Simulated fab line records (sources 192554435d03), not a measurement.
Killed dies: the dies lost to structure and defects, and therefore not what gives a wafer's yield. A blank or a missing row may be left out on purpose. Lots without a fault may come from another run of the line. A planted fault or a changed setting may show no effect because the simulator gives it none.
fab line records    flow n5_finfet
record lots=7  wafers=21
route steps=1938 shown BEOL_M7@1308 BEOL_M8@1368 BEOL_M10@1470
start_h: hours from the record's first day to the start of the lot's first wafer shown    wait_h: how many hours have passed since the lot's step before this one    " same as the row above    L1.1+2: one row covering several wafers at once    - no value, or no start given    * or withheld: withheld    < > ~ a bound
route shown NAME@n: names a module that has steps shown in the file, with the first one's number in the route    usual: average and standard deviation across the fault-free wafers    same: alike in all rows    chamber/n: place in a boat    sites: each site's reading    _std_site: how widely they spread, as a standard deviation    _edge_site: inner sites' mean taken away from outer sites' mean    radius_mm: for every site, how far away it sits from the centre of the wafer    mask NAME#n: copy n    behind: the tool/chamber that last shaped the wafer    hold: why the lot was held/for how many hours/how that ended    device: names the non-switching transistor (n, p or np)    end of line: tests of these same wafers at the route's end    a step with no rows: only its recipe    killed: dies lost to structure and defects at the first sort, not the wafer's yield    map: a wafer's dies, x killed, . not, _ none there
set.NAME: the setting that was run; set.NAME@STEP: the one run at that earlier step    model.NAME: the simulator's own value behind a step, which no gauge read
lots where settings were altered on purpose, with a table for each step and a row for each wafer
## steps
# step N5_BEOL_M7_TRENCH_ETCH_37
# recipe chemistry=C4F6/O2  target_depth_a=934.78  target=SiCOH_lowk  time_s=31.2  ion_energy_ev=250  pressure_mtorr=30  source_w=345  bias_w=185  Ar_flow_sccm=300  C4F6_flow_sccm=10  O2_flow_sccm=10
lot.wafer  tool         chamber  start_h  wait_h  set.time_s  model.BEOL_M7.feature_depth_nm  model.etch.depth_nm
L079.1     rie_diel-03  0        -        -       31.2        92.6                            92.5
L079.3     "            2        "        "       31.2        93.4                            93.39
L079.4     "            1        "        "       31.2        95.8                            95.81
L078.2     rie_diel-02  2        -        -       31.2        93                              92.93
L078.3     "            0        "        "       36.58       109.2                           109.2
L078.6     "            0        "        "       31.2        94.4                            94.41
L085.3     rie_diel-04  1        -        -       31.2        94.6                            94.55
L085.4     "            2        "        "       31.2        94.4                            94.35
L085.5     "            1        "        "       31.2        95                              94.98
L084.3     rie_diel-02  3        -        -       26.64       79.2                            79.26
L084.4     "            3        "        "       26.64       79                              79.09
L084.5     "            0        "        "       31.2        93.6                            93.5
L088.1     rie_diel-04  1        -        -       31.2        95.6                            95.63
L088.3     "            3        "        "       31.2        95.6                            95.61
L088.4     "            2        "        "       31.2        94.4                            94.4
L091.2     rie_diel-03  2        -        -       31.2        93.2                            93.17
L091.3     "            1        "        "       33.68       103.8                           103.8
L091.6     "            3        "        "       31.2        91.8                            91.71
L097.2     rie_diel-04  2        -        -       36.86       111.4                           111.4
L097.3     "            0        "        "       36.86       108.4                           108.3
L097.5     "            2        "        "       31.2        94                              93.97
# step N5_BEOL_M7_ETCH_41
# recipe chemistry=CH3F/O2  target=SiCN  target_depth_a=319  taper_deg=2  time_s=57.8  ion_energy_ev=120  mask_material=TiN  pressure_mtorr=30  source_w=395  bias_w=75  Ar_flow_sccm=150  CH3F_flow_sccm=30  O2_flow_sccm=20
# step N5_BEOL_M7_STRIP_80
# recipe chemistry=N2/H2  time_s=10  power_w=450  temp_c=40  pressure_mtorr=20  rf_frequency_hz=6e+07  bias_power_w=7  n2_flow_sccm=200  h2_flow_sccm=200
# step N5_BEOL_M7_OCD_MEAS_38
# usual trench_depth_nm=94.0/1.6
lot.wafer  tool    chamber  start_h  wait_h  set.time_s@BEOL_M7_TRENCH_ETCH_37  trench_depth_nm
L079.1     ocd-01  -        236.35   -       31.2                               92.1
L079.3     "       -        "        "       31.2                               93.6
L079.4     "       -        "        "       31.2                               95.8
L078.2     ocd-01  -        236.44   -       31.2                               93.4
L078.3     "       -        "        "       36.58                              109.3
L078.6     "       -        "        "       31.2                               94.6
L085.3     ocd-02  -        284.84   -       31.2                               94.9
L085.4     "       -        "        "       31.2                               93.5
L085.5     "       -        "        "       31.2                               94.6
L084.3     ocd-01  -        284.95   -       26.64                              79.4
L084.4     "       -        "        "       26.64                              79.0
L084.5     "       -        "        "       31.2                               93.3
L088.1     ocd-02  -        292.46   -       31.2                               95.3
L088.3     "       -        "        "       31.2                               95.1
L088.4     "       -        "        "       31.2                               94.7
L091.2     ocd-02  -        297.79   -       31.2                               93.8
L091.3     "       -        "        "       33.68                              104.0
L091.6     "       -        "        "       31.2                               91.6
L097.2     ocd-01  -        344.68   -       36.86                              111.3
L097.3     "       -        "        "       36.86                              108.2
L097.5     "       -        "        "       31.2                               94.1
# step N5_BEOL_M7_HM_STRIP_39
# recipe chemistry=peroxide_tin_strip  material=TiN  target_depth_a=250  temp_c=50  time_s=158
# step N5_BEOL_M7_SRD_40
# recipe time_s=30  temp_c=23  rinse_liquid=diw  dry=ipa_marangoni
# step N5_BEOL_M7_ECD_50
# recipe material=Cu  target_thk_a=3000
# step N5_BEOL_M7_ANNEAL_51
# recipe temp_c=225  time_s=90  ambient=N2
# step N5_BEOL_M7_CMP_52
# recipe stop_on=SiCOH_lowk  t_overpolish_s=6.9  down_force_psi=1  platen_rpm=50  clearing_platen_down_force_psi=1.5  clearing_platen_rpm=50  post_cmp_clean=cu_alkaline  target_thk_nm=80  clearing_platen_pad_velocity_m_s=0.99484  pad_velocity_m_s=0.99484
lot.wafer  tool    chamber  start_h  wait_h  set.time_s@BEOL_M7_TRENCH_ETCH_37  model.Cu_of_BEOL_M7_ECD_50.thk_nm
L079.3     cmp-04  1        238.54   0.2     31.2                               81.4
L079.1     "       3        "        "       31.2                               79.6
L079.4     "       0        "        "       31.2                               81
L078.2     cmp-02  2        238.78   0.2     31.2                               80.2
L078.3     "       0        "        "       36.58                              95.8
L078.6     "       2        "        "       31.2                               82
L085.3     cmp-02  1        287.40   0.2     31.2                               80.4
L085.4     "       2        "        "       31.2                               80.2
L085.5     "       1        "        "       31.2                               79.6
L084.4     cmp-04  0        287.45   0.2     26.64                              63.4
L084.3     "       1        "        "       26.64                              65.6
L084.5     "       3        "        "       31.2                               81
L088.1+3   cmp-01  1,2      294.94   0.3     31.2                               83.2
L088.4     "       3        "        "       31.2                               80.6
L091.3     cmp-01  1        299.85   0.2     33.68                              89
L091.2     "       3        "        "       31.2                               79.2
L091.6     "       2        "        "       31.2                               77.8
L097.2     cmp-04  2        347.04   0.2     36.86                              96.6
L097.3     "       3        "        "       36.86                              95.4
L097.5     "       1        "        "       31.2                               81
# step N5_BEOL_M7_THK_MEAS_53
# recipe thk_meas_gauge=xrf  reads=Cu_of_BEOL_M7_ECD_50
# usual M7_THK=81.0/2.1
lot.wafer  tool           chamber  start_h  wait_h  set.time_s@BEOL_M7_TRENCH_ETCH_37  M7_THK[nm]
L079.1     film_metro-01  -        238.83   -       31.2                               79.9
L079.3     "              -        "        "       31.2                               81.5
L079.4     "              -        "        "       31.2                               81.3
L078.2     film_metro-01  -        239.08   -       31.2                               80.9
L078.3     "              -        "        "       36.58                              96.5
L078.6     "              -        "        "       31.2                               82.9
L085.3     film_metro-02  -        287.66   -       31.2                               81.6
L085.4     "              -        "        "       31.2                               80.9
L085.5     "              -        "        "       31.2                               80.5
L084.3     film_metro-02  -        287.71   -       26.64                              66.3
L084.4     "              -        "        "       26.64                              64.3
L084.5     "              -        "        "       31.2                               82.1
L088.1     film_metro-01  -        295.19   -       31.2                               83.5
L088.3     "              -        "        "       31.2                               83.3
L088.4     "              -        "        "       31.2                               80.9
L091.2     film_metro-01  -        300.14   -       31.2                               79.4
L091.3     "              -        "        "       33.68                              89.3
L091.6     "              -        "        "       31.2                               77.8
L097.2     film_metro-01  -        347.29   -       36.86                              96.7
L097.3     "              -        "        "       36.86                              95.3
L097.5     "              -        "        "       31.2                               81.4
# step N5_BEOL_M7_PRE_CLEAN_55
# recipe gas=NH3  time_s=15  temp_c=withheld  rf_power_w=300
# step N5_BEOL_M7_DEP_56
# recipe material=SiCN  target_thk_a=100  temp_c=withheld  precursor=3MS/NH3  pressure_torr=3  rf_w=202  time_s=17.5
# step N5_BEOL_M7_RS_MEAS_57
# recipe thk_meas_gauge=four-point-probe  reads=Cu_of_BEOL_M7_ECD_50+Co_of_BEOL_M7_CVD_78+TaN_of_BEOL_M7_ALD_77
# usual M7_RS=0.284/0.0084
lot.wafer  tool           chamber  start_h  wait_h  set.time_s@BEOL_M7_TRENCH_ETCH_37  M7_RS[ohm/sq]
L079.1     film_metro-01  -        238.96   0.1     31.2                               0.287
L079.3     "              -        "        "       31.2                               0.280
L079.4     "              -        "        "       31.2                               0.282
L078.2     film_metro-01  -        239.21   0.1     31.2                               0.285
L078.3     "              -        "        "       36.58                              0.232
L078.6     "              -        "        "       31.2                               0.278
L085.3     film_metro-02  -        287.79   0.1     31.2                               0.284
L085.4     "              -        "        "       31.2                               0.285
L085.5     "              -        "        "       31.2                               0.288
L084.3     film_metro-02  -        287.84   0.1     26.64                              0.363
L084.4     "              -        "        "       26.64                              0.377
L084.5     "              -        "        "       31.2                               0.282
L088.1     film_metro-01  -        295.32   0.1     31.2                               0.272
L088.3     "              -        "        "       31.2                               0.273
L088.4     "              -        "        "       31.2                               0.284
L091.2     film_metro-01  -        300.27   0.1     31.2                               0.290
L091.3     "              -        "        "       33.68                              0.252
L091.6     "              -        "        "       31.2                               0.296
L097.2     film_metro-01  -        347.42   0.1     36.86                              0.230
L097.3     "              -        "        "       36.86                              0.233
L097.5     "              -        "        "       31.2                               0.282
# step N5_BEOL_M8_DESCUM_33
# recipe chemistry=O2  time_s=7  source_power_w=50  bias_power_w=20  pressure_mtorr=20  rf_frequency_hz=2.712e+07  temp_c=40  resist=CAR-EUV  o2_flow_sccm=225
lot.wafer   tool         chamber  start_h  wait_h  set.time_s  model.CAR-EUV_of_BEOL_M8_COAT_22.thk_nm
L079.1+4    rie_diel-06  2,3      244.17   0.4     7           26
L079.3      "            1        "        "       7           26.2
L078.2+6    rie_diel-06  2,0      244.61   0.7     7           26.2
L078.3      "            0        "        "       8.299       25.4
L084.3+5    rie_diel-06  2,0      291.73   0.0     7           26
L084.4      "            3        "        "       5.919       26.6
L085.3      rie_diel-06  3        292.13   0.2     7           26.2
L085.4+5    "            3,0      "        "       6.449       26.4
L088.1      rie_diel-01  2        299.75   0.5     6.137       26.4
L088.3+4    "            3,1      "        "       7           26
L091.2+3+6  rie_diel-05  2,1,3    305.07   0.0     7           26
L097.2      rie_diel-05  1        354.77   0.0     7           26
L097.3+5    "            3,2      "        "       8.032       25.4
# step N5_BEOL_M8_ETCH_72
# recipe chemistry=N2/H2  target=underlayer  target_depth_a=65  mask_material=CAR-EUV  time_s=5.2  ion_energy_ev=200  pressure_mtorr=30  source_w=840  bias_w=150  n2_flow_sccm=200  h2_flow_sccm=200  ends=cleared
# step N5_BEOL_M8_ETCH_65
# recipe chemistry=CF4  target=SiARC  target_depth_a=156  mask_material=CAR-EUV  time_s=26  ion_energy_ev=80  pressure_mtorr=40  source_w=545  bias_w=36  Ar_flow_sccm=100  cf4_flow_sccm=100  ends=cleared
lot.wafer  tool         chamber  start_h  wait_h  set.time_s@BEOL_M8_DESCUM_33  model.CAR-EUV_of_BEOL_M8_COAT_22.thk_nm
L079.1     rie_diel-06  2        244.22   0.0     7                             11
L079.3+4   "            1,3      "        "       7                             11.2
L078.2     rie_diel-06  2        244.66   0.0     7                             11.4
L078.3     "            0        "        "       8.299                         10.6
L078.6     "            0        "        "       7                             11.2
L084.3     rie_diel-06  2        291.78   0.0     7                             11.2
L084.4     "            3        "        "       5.919                         11.6
L084.5     "            0        "        "       7                             11
L085.3     rie_diel-06  3        292.18   0.0     7                             11.2
L085.4     "            3        "        "       6.449                         11.6
L085.5     "            0        "        "       6.449                         11.4
L088.1     rie_diel-01  2        299.80   0.0     6.137                         11.6
L088.3     "            3        "        "       7                             11
L088.4     "            1        "        "       7                             11.2
L091.2+3   rie_diel-05  2,1      305.12   0.0     7                             11.2
L091.6     "            3        "        "       7                             11
L097.2     rie_diel-05  1        354.82   0.0     7                             11
L097.3+5   "            3,2      "        "       8.032                         10.4
# step N5_BEOL_M8_TRENCH_ETCH_37
# recipe chemistry=C4F6/O2  target_depth_a=934.78  target=SiCOH_lowk  time_s=31.2  ion_energy_ev=250  pressure_mtorr=30  source_w=345  bias_w=185  Ar_flow_sccm=300  C4F6_flow_sccm=10  O2_flow_sccm=10
lot.wafer  tool         chamber  start_h  wait_h  set.time_s  model.etch.depth_nm  model.BEOL_M8.feature_depth_nm
L079.1     rie_diel-06  2        -        -       31.2        94.18                94.2
L079.3     "            1        "        "       31.2        91.88                91.8
L079.4     "            3        "        "       31.2        95.34                95.4
L078.2     rie_diel-06  2        -        -       31.2        94.12                94.2
L078.3     "            0        "        "       31.2        93.84                93.8
L078.6     "            0        "        "       29.08       85.64                85.6
L084.3     rie_diel-06  2        -        -       38.15       115.1                115.2
L084.4     "            3        "        "       31.2        95.57                95.6
L084.5     "            0        "        "       38.15       115.3                115.2
L085.3     rie_diel-06  3        -        -       31.2        95.72                95.8
L085.4     "            3        "        "       31.2        96.32                96.4
L085.5     "            0        "        "       31.2        94.23                94.2
L088.1     rie_diel-01  2        -        -       31.2        96.12                96.2
L088.3     "            3        "        "       37.44       112.4                112.4
L088.4     "            1        "        "       31.2        95.21                95.2
L091.2     rie_diel-05  2        -        -       24.87       74.28                74.2
L091.3     "            1        "        "       31.2        94.62                94.6
L091.6     "            3        "        "       24.87       75.17                75.2
L097.2     rie_diel-05  1        -        -       31.2        94.01                94
L097.3     "            3        "        "       31.2        94.46                94.4
L097.5     "            2        "        "       31.2        93.05                93
# step N5_BEOL_M8_ETCH_41
# recipe chemistry=CH3F/O2  target=SiCN  target_depth_a=319  taper_deg=2  time_s=57.8  ion_energy_ev=120  mask_material=TiN  pressure_mtorr=30  source_w=395  bias_w=75  Ar_flow_sccm=150  CH3F_flow_sccm=30  O2_flow_sccm=20
# step N5_BEOL_M8_STRIP_80
# recipe chemistry=N2/H2  time_s=10  power_w=450  temp_c=40  pressure_mtorr=20  rf_frequency_hz=6e+07  bias_power_w=7  n2_flow_sccm=200  h2_flow_sccm=200
# step N5_BEOL_M8_OCD_MEAS_38
# usual trench_depth_nm=94.0/1.2
lot.wafer  tool    chamber  start_h  wait_h  set.time_s@BEOL_M8_TRENCH_ETCH_37  trench_depth_nm
L079.1     ocd-02  -        244.60   -       31.2                               94.0
L079.3     "       -        "        "       31.2                               91.9
L079.4     "       -        "        "       31.2                               95.4
L078.2     ocd-02  -        245.04   -       31.2                               94.4
L078.3     "       -        "        "       31.2                               93.8
L078.6     "       -        "        "       29.08                              85.0
L084.3     ocd-01  -        292.16   -       38.15                              115.3
L084.4     "       -        "        "       31.2                               95.6
L084.5     "       -        "        "       38.15                              115.5
L085.3     ocd-01  -        292.56   -       31.2                               95.6
L085.4     "       -        "        "       31.2                               96.0
L085.5     "       -        "        "       31.2                               94.6
L088.1     ocd-02  -        300.18   -       31.2                               95.8
L088.3     "       -        "        "       37.44                              112.8
L088.4     "       -        "        "       31.2                               95.1
L091.2     ocd-01  -        305.50   -       24.87                              74.0
L091.3     "       -        "        "       31.2                               94.6
L091.6     "       -        "        "       24.87                              74.5
L097.2     ocd-01  -        355.20   -       31.2                               94.3
L097.3     "       -        "        "       31.2                               94.2
L097.5     "       -        "        "       31.2                               93.4
# step N5_BEOL_M8_HM_STRIP_39
# recipe chemistry=peroxide_tin_strip  material=TiN  target_depth_a=250  temp_c=50  time_s=158
# step N5_BEOL_M8_SRD_40
# recipe time_s=30  temp_c=23  rinse_liquid=diw  dry=ipa_marangoni
# step N5_BEOL_M8_ECD_50
# recipe material=Cu  target_thk_a=3000
# step N5_BEOL_M8_ANNEAL_51
# recipe temp_c=225  time_s=90  ambient=N2
# step N5_BEOL_M8_CMP_52
# recipe stop_on=SiCOH_lowk  t_overpolish_s=6.9  down_force_psi=1  platen_rpm=50  clearing_platen_down_force_psi=1.5  clearing_platen_rpm=50  post_cmp_clean=cu_alkaline  target_thk_nm=80  clearing_platen_pad_velocity_m_s=0.99484  pad_velocity_m_s=0.99484
lot.wafer  tool    chamber  start_h  wait_h  set.time_s@BEOL_M8_TRENCH_ETCH_37  model.Cu_of_BEOL_M8_ECD_50.thk_nm
L079.1     cmp-04  3        247.75   0.3     31.2                               81
L079.3     "       0        "        "       31.2                               78.2
L079.4     "       2        "        "       31.2                               81.8
L078.2     cmp-03  3        249.03   0.2     31.2                               80.8
L078.3     "       0        "        "       31.2                               80.4
L078.6     "       0        "        "       29.08                              71.8
L084.3     cmp-02  2        294.20   0.2     38.15                              102.4
L084.4     "       0        "        "       31.2                               83.4
L084.5     "       3        "        "       38.15                              105.2
L085.4     cmp-03  2        295.05   0.2     31.2                               82.2
L085.3     "       3        "        "       31.2                               83.6
L085.5     "       1        "        "       31.2                               82.6
L088.4     cmp-02  0        302.90   0.1     31.2                               81.6
L088.3     "       2        "        "       37.44                              99.6
L088.1     "       3        "        "       31.2                               84
L091.3     cmp-04  1        308.89   0.2     31.2                               82.4
L091.2     "       3        "        "       24.87                              61.2
L091.6     "       2        "        "       24.87                              62.4
L097.2     cmp-04  2        357.95   0.2     31.2                               81.8
L097.3     "       1        "        "       31.2                               82.8
L097.5     "       3        "        "       31.2                               81.4
# step N5_BEOL_M8_THK_MEAS_53
# recipe thk_meas_gauge=xrf  reads=Cu_of_BEOL_M8_ECD_50
# usual M8_THK=81.1/1.8
lot.wafer  tool           chamber  start_h  wait_h  set.time_s@BEOL_M8_TRENCH_ETCH_37  M8_THK[nm]
L079.1     film_metro-01  -        248.05   -       31.2                               81.8
L079.3     "              -        "        "       31.2                               79.0
L079.4     "              -        "        "       31.2                               82.8
L078.2     film_metro-01  -        249.32   -       31.2                               80.6
L078.3     "              -        "        "       31.2                               80.5
L078.6     "              -        "        "       29.08                              71.8
L084.3     film_metro-01  -        294.50   -       38.15                              102.4
L084.4     "              -        "        "       31.2                               83.8
L084.5     "              -        "        "       38.15                              105.8
L085.3     film_metro-01  -        295.31   -       31.2                               83.9
L085.4     "              -        "        "       31.2                               82.6
L085.5     "              -        "        "       31.2                               82.5
L088.1     film_metro-02  -        303.20   -       31.2                               85.4
L088.3     "              -        "        "       37.44                              101.2
L088.4     "              -        "        "       31.2                               82.8
L091.2     film_metro-01  -        309.18   -       24.87                              61.9
L091.3     "              -        "        "       31.2                               83.5
L091.6     "              -        "        "       24.87                              63.3
L097.2     film_metro-01  -        358.25   -       31.2                               82.0
L097.3     "              -        "        "       31.2                               83.1
L097.5     "              -        "        "       31.2                               81.6
# step N5_BEOL_M8_PRE_CLEAN_55
# recipe gas=NH3  time_s=15  temp_c=withheld  rf_power_w=300
# step N5_BEOL_M8_DEP_56
# recipe material=SiCN  target_thk_a=100  temp_c=withheld  precursor=3MS/NH3  pressure_torr=3  rf_w=202  time_s=17.5
# step N5_BEOL_M8_RS_MEAS_57
# recipe thk_meas_gauge=four-point-probe  reads=Cu_of_BEOL_M8_ECD_50+Co_of_BEOL_M8_CVD_78+TaN_of_BEOL_M8_ALD_77
# usual M8_RS=0.283/0.0075
lot.wafer  tool           chamber  start_h  wait_h  set.time_s@BEOL_M8_TRENCH_ETCH_37  M8_RS[ohm/sq]
L079.1     film_metro-02  -        248.18   0.1     31.2                               0.281
L079.3     "              -        "        "       31.2                               0.293
L079.4     "              -        "        "       31.2                               0.278
L078.2     film_metro-01  -        249.45   0.1     31.2                               0.283
L078.3     "              -        "        "       31.2                               0.284
L078.6     "              -        "        "       29.08                              0.326
L084.3     film_metro-01  -        294.63   0.1     38.15                              0.215
L084.4     "              -        "        "       31.2                               0.272
L084.5     "              -        "        "       38.15                              0.208
L085.3     film_metro-01  -        295.44   0.1     31.2                               0.272
L085.4     "              -        "        "       31.2                               0.277
L085.5     "              -        "        "       31.2                               0.276
L088.1     film_metro-02  -        303.33   0.1     31.2                               0.270
L088.3     "              -        "        "       37.44                              0.222
L088.4     "              -        "        "       31.2                               0.279
L091.2     film_metro-02  -        309.31   0.1     24.87                              0.393
L091.3     "              -        "        "       31.2                               0.277
L091.6     "              -        "        "       24.87                              0.386
L097.2     film_metro-01  -        358.38   0.1     31.2                               0.278
L097.3     "              -        "        "       31.2                               0.275
L097.5     "              -        "        "       31.2                               0.280
# step N5_BEOL_M10_ILD_DEP_00
# recipe material=SiCOH_lowk  target_thk_a=3085.1  temp_c=300  precursor=DEMS/porogen  pressure_torr=5  rf_w=500  time_s=58
lot.wafer  tool      chamber  start_h  wait_h  set.time_s  model.SiCOH_lowk_of_BEOL_M10_ILD_DEP_00.thk_nm
L079.1     pecvd-01  2        257.12   0.0     58          303.8
L079.3     "         1        "        "       58          309.2
L079.4     "         1        "        "       58          314.2
L078.2     pecvd-01  1        257.44   0.0     62.53       329.8
L078.3     "         0        "        "       62.53       326.2
L078.6     "         1        "        "       58          312.2
L084.3     pecvd-03  2        303.78   0.0     58          300.6
L084.4     "         0        "        "       49.98       264.8
L084.5     "         2        "        "       58          309.8
L085.3     pecvd-02  2        305.04   0.0     58          301.6
L085.4     "         0        "        "       52.02       279.6
L085.5     "         2        "        "       52.02       278.4
L088.1     pecvd-01  2        311.75   0.0     49.81       259.6
L088.3     "         0        "        "       58          303.8
L088.4     "         0        "        "       58          306.2
L091.2     pecvd-01  1        317.11   0.0     58          310
L091.3     "         2        "        "       49.7        264.6
L091.6     "         0        "        "       49.7        270.2
L097.2     pecvd-03  2        364.22   0.0     58          303.6
L097.3     "         1        "        "       64.62       341
L097.5     "         1        "        "       58          307.8
# step N5_BEOL_M10_CURE_71
# recipe temp_c=385  time_s=240  ambient=He/Ar  material=SiCOH_lowk
lot.wafer  tool        chamber  start_h  wait_h  set.time_s@BEOL_M10_ILD_DEP_00  model.SiCOH_lowk_of_BEOL_M10_ILD_DEP_00.thk_nm
L079.1     uv_cure-02  2        257.29   0.1     58                              263.8
L079.3     "           2        "        "       58                              268.6
L079.4     "           2        "        "       58                              273
L078.2     uv_cure-01  2        258.02   0.5     62.53                           287
L078.3     "           2        "        "       62.53                           283.6
L078.6     "           2        "        "       58                              271.4
L084.3     uv_cure-02  2        304.18   0.4     58                              261
L084.4     "           2        "        "       49.98                           229.4
L084.5     "           2        "        "       58                              269
L085.3     uv_cure-01  0        305.28   0.2     58                              262
L085.4     "           0        "        "       52.02                           242.6
L085.5     "           0        "        "       52.02                           241.6
L088.1     uv_cure-03  2        311.83   0.0     49.81                           224.8
L088.3     "           2        "        "       58                              263.8
L088.4     "           2        "        "       58                              266
L091.2     uv_cure-03  1        317.27   0.1     58                              269.2
L091.3     "           1        "        "       49.7                            229.2
L091.6     "           1        "        "       49.7                            234.2
L097.2     uv_cure-02  0        364.38   0.1     58                              263.6
L097.3     "           0        "        "       64.62                           296.6
L097.5     "           0        "        "       58                              267.4
# step N5_BEOL_M10_THK_MEAS_01
# recipe reads=SiCOH_lowk_of_BEOL_M10_ILD_DEP_00
# usual M10_ILD_THK=267/3.7
lot.wafer  tool           chamber  start_h  wait_h  set.time_s@BEOL_M10_ILD_DEP_00  M10_ILD_THK[nm]
L079.1     film_metro-02  -        257.80   0.4     58                              264
L079.3     "              -        "        "       58                              269
L079.4     "              -        "        "       58                              273
L078.2     film_metro-01  -        258.45   0.4     62.53                           287
L078.3     "              -        "        "       62.53                           284
L078.6     "              -        "        "       58                              271
L084.3     film_metro-02  -        304.85   0.5     58                              261
L084.4     "              -        "        "       49.98                           229
L084.5     "              -        "        "       58                              269
L085.3     film_metro-02  -        305.63   0.3     58                              262
L085.4     "              -        "        "       52.02                           243
L085.5     "              -        "        "       52.02                           242
L088.1     film_metro-01  -        312.34   0.4     49.81                           225
L088.3     "              -        "        "       58                              264
L088.4     "              -        "        "       58                              266
L091.2     film_metro-02  -        317.71   0.4     58                              269
L091.3     "              -        "        "       49.7                            229
L091.6     "              -        "        "       49.7                            234
L097.2     film_metro-02  -        364.81   0.4     58                              264
L097.3     "              -        "        "       64.62                           297
L097.5     "              -        "        "       58                              268
## key
split step=N5_BEOL_M7_TRENCH_ETCH_37  setting=time_s  stated=31.2  by=wafer
response step=N5_BEOL_M7_TRENCH_ETCH_37  reading=model.BEOL_M7.feature_depth_nm  change=+0.949  per=1%  r=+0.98
response step=N5_BEOL_M7_TRENCH_ETCH_37  reading=model.etch.depth_nm  change=+0.948  per=1%  r=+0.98
response step=N5_BEOL_M7_OCD_MEAS_38  reading=trench_depth_nm  change=+0.936  per=1%  r=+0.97
response step=N5_BEOL_M7_CMP_52  reading=model.Cu_of_BEOL_M7_ECD_50.thk_nm  change=+0.941  per=1%  r=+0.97
response step=N5_BEOL_M7_THK_MEAS_53  reading=M7_THK  change=+0.94  per=1%  r=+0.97
response step=N5_BEOL_M7_RS_MEAS_57  reading=M7_RS  change=-0.00373  per=1%  r=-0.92
split step=N5_BEOL_M8_DESCUM_33  setting=time_s  stated=7  by=wafer
response step=N5_BEOL_M8_DESCUM_33  reading=model.CAR-EUV_of_BEOL_M8_COAT_22.thk_nm  change=-0.0389  per=1%  r=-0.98
response step=N5_BEOL_M8_ETCH_65  reading=model.CAR-EUV_of_BEOL_M8_COAT_22.thk_nm  change=-0.0376  per=1%  r=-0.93
split step=N5_BEOL_M8_TRENCH_ETCH_37  setting=time_s  stated=31.2  by=wafer
response step=N5_BEOL_M8_TRENCH_ETCH_37  reading=model.etch.depth_nm  change=+0.909  per=1%  r=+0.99
response step=N5_BEOL_M8_TRENCH_ETCH_37  reading=model.BEOL_M8.feature_depth_nm  change=+0.909  per=1%  r=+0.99
response step=N5_BEOL_M8_OCD_MEAS_38  reading=trench_depth_nm  change=+0.932  per=1%  r=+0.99
response step=N5_BEOL_M8_CMP_52  reading=model.Cu_of_BEOL_M8_ECD_50.thk_nm  change=+0.937  per=1%  r=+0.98
response step=N5_BEOL_M8_THK_MEAS_53  reading=M8_THK  change=+0.943  per=1%  r=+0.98
response step=N5_BEOL_M8_RS_MEAS_57  reading=M8_RS  change=-0.00368  per=1%  r=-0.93
split step=N5_BEOL_M10_ILD_DEP_00  setting=time_s  stated=58  by=wafer
response step=N5_BEOL_M10_ILD_DEP_00  reading=model.SiCOH_lowk_of_BEOL_M10_ILD_DEP_00.thk_nm  change=+2.88  per=1%  r=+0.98
response step=N5_BEOL_M10_CURE_71  reading=model.SiCOH_lowk_of_BEOL_M10_ILD_DEP_00.thk_nm  change=+2.54  per=1%  r=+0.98
response step=N5_BEOL_M10_THK_MEAS_01  reading=M10_ILD_THK  change=+2.54  per=1%  r=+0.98
